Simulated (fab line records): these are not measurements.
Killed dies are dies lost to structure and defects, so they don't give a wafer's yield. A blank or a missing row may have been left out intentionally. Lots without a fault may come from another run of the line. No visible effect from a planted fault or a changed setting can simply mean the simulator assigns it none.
Code-filled problem report in 8D (eight disciplines) form    flow nand-harc    the parts of the form that need people (team, actions taken, sign-off) are left out

== 1. THE PROBLEM ==
raw-defect-count at NHARC_A_CHANNEL_HOLE_D1_INSPECT_40 reads a mean of 329 on 2 wafers of 1 lot; wafers without a fault read 56 with a standard deviation of 15. Relative to the usual mean, that is a shift of +18 standard deviations.
First seen on wafer L411.3, day 13 13:07, on defect-inspect-02. At this step, 33 wafers from 11 lots have a number in the record. Rule for "out", or "out of limits": more than 4 standard deviations from the usual mean. All remaining wafers that have a number are taken as sound.

== 2. WHAT THIS IS AND IS NOT ==
question                     is                 is not
which readings at this step  raw-defect-count   -
which lots                   L411               L396, L397, L399, L400, L401, L403, L404, L406, L416, L417
which wafers of those lots   L411.3, L411.5     L411.6
read on which gauges         defect-inspect-02  defect-inspect-01
when                         from day 13 13:07  up to then (25 sound wafers); but 6 sound wafers of L416, L417 came after

== 3. THE SUSPECTS, EACH WITH WHAT RULES IT OUT ==
Counting: if a tool at a process step up to the reading ran every lot that is out, it stays a suspect. Sound lots after the first of them don't rule it out here, since some wafers of a struck lot are sound.
- ruled out: the gauge at NHARC_A_CHANNEL_HOLE_D1_INSPECT_40. All the wafers that are out were read on defect-inspect-02, but those of them that NHARC_END_SORT_01 has rows for are out there too, on other tools.
- har-etch-01 at NHARC_A_CHANNEL_HOLE_D1_ETCH_21 (etches the open film in C4F8/O2/Ar, time 514.3 s, target depth 1600 nm): kept. The lot that is out, L411, ran on it at day 13 08:04; the last sound lot it ran before that was L406, at day 11 18:53.
- har-etch-01 at NHARC_A_CHANNEL_HOLE_D1_ETCH_23 (etches the open film in C4F8/O2/Ar, time 819 s, target depth 1600 nm): kept. The lot that is out, L411, ran on it at day 13 09:12; the last sound lot it ran before that was L406, at day 11 19:53.
- har-etch-01 at NHARC_A_CHANNEL_HOLE_D1_ETCH_24 (etches the open film in C4F8/O2/Ar, time 906.2 s, target depth 1500 nm): kept. The lot that is out, L411, ran on it at day 13 09:56; the last sound lot it ran before that was L406, at day 11 20:36.
- har-etch-01 at NHARC_A_CHANNEL_HOLE_D1_ETCH_26 (etches the open film in C4F8/O2/Ar, time 224.1 s, target depth 300 nm): kept. The lot that is out, L411, ran on it at day 13 11:18; the last sound lot it ran before that was L406, at day 11 22:15.
- At NHARC_A_CHANNEL_HOLE_D1_ETCH_21 on har-etch-01, chamber 1 took the sound wafers of the same lots and chamber 0 took the wafers that are out.
- At NHARC_A_CHANNEL_HOLE_D1_ETCH_23 on har-etch-01, chamber 1 took the sound wafers of the same lots and chamber 0 took the wafers that are out.
- At NHARC_A_CHANNEL_HOLE_D1_ETCH_24 on har-etch-01, chamber 1 took the sound wafers of the same lots and chamber 0 took the wafers that are out.
- At NHARC_A_CHANNEL_HOLE_D1_ETCH_26 on har-etch-01, chamber 1 took the sound wafers of the same lots and chamber 0 took the wafers that are out.
Left after counting: har-etch-01 at NHARC_A_CHANNEL_HOLE_D1_ETCH_21, har-etch-01 at NHARC_A_CHANNEL_HOLE_D1_ETCH_23, har-etch-01 at NHARC_A_CHANNEL_HOLE_D1_ETCH_24, har-etch-01 at NHARC_A_CHANNEL_HOLE_D1_ETCH_26.

== 4. THE CAUSE (what the simulator had put in) ==
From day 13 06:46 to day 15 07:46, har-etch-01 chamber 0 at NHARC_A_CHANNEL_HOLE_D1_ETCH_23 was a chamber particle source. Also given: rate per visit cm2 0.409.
Counting leaves 4 suspects; this tool is one of them.

== 5. SEQUENCE OF EFFECTS, ordered by route ==
Rows list readings where the struck wafers' mean (over those with a number) sits beyond 3 standard deviations from the usual. Scope: only readings with a usual standard deviation given in the record; hours: median across lots of the time from each lot's start at the first step in this table that gives one to its start at this step; sigmas: change in usual standard deviations.
hours  step                                reading           usual  on struck wafers  change  sigmas
0      NHARC_A_CHANNEL_HOLE_D1_INSPECT_40  raw-defect-count  56     329               +273    +18
256    NHARC_END_SORT_01                   killed-at-array   28     98                +70     +7.0
256    NHARC_END_SORT_01                   killed-dies       32     98                +66     +6.0

== 6. HOW IT WOULD HAVE BEEN CAUGHT EARLIER ==
6 hours passed between the start of the fault at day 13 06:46 and the first reading out of limits at a measuring or inspecting step in this record, taken at day 13 13:07.
Tool readings at NHARC_A_CHANNEL_HOLE_D1_ETCH_23 with a usual standard deviation given in the record: none out on any struck wafer, hence no alarm at a limit of 4 standard deviations on them.
Each of the lots that are out, 1 in all, had begun NHARC_A_CHANNEL_HOLE_D1_ETCH_23 on har-etch-01 no later than day 13 13:07. None of them would have been spared by holding the tool at that moment.
